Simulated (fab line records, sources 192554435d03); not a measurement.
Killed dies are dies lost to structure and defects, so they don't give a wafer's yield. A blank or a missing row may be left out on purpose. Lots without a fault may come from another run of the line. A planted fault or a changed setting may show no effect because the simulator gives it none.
Chamber matching | flow n5_finfet | N5_FIN_SAQP_ETCH_67 on rie_diel-01: 4 sister chambers
The step etches SiNx in CH3F/O2, target depth 30 nm. 4 wafers are shown with their chamber, then 8 later ones without.

WAFERS WITH THEIR CHAMBER
wafer  | chamber | showerhead_plenum_p_Torr (Torr)
L084.4 | 2       | 1.92
L086.3 | 1       | 2.10
L086.4 | 3       | 1.95
L089.2 | 0       | 2.01

WAFERS WITHOUT THEIR CHAMBER
wafer  | showerhead_plenum_p_Torr (Torr)
L089.4 | 1.91
L089.6 | 2.09
L094.2 | 2.09
L094.3 | 1.95
L094.4 | 2.01
L096.2 | 1.91
L096.3 | 1.95
L096.4 | 2.01

WHICH CHAMBER EACH WENT THROUGH
wafer  | from the rows above | in truth
L089.4 | 2                   | 2
L089.6 | 1                   | 1
L094.2 | 1                   | 1
L094.3 | 3                   | 3
L094.4 | 0                   | 0
L096.2 | 2                   | 2
L096.3 | 3                   | 3
L096.4 | 0                   | 0
Placed correctly: 8 of 8. Can't be placed from these rows: 0. Placed wrongly: 0.
How it was worked out, from the rows above alone: a wafer's distance from a chamber is the root of the sum, over the readings, of the square of ((its reading less the chamber's mean) divided by the reading's scatter). The wafer belongs to the nearest chamber; if the next one is less than 2 further off, it can't be placed. A chamber's mean is the mean of its shown wafers. The scatter: with one shown wafer a chamber, the root of the mean of the squares of how far each hidden wafer lies from its nearest shown one.
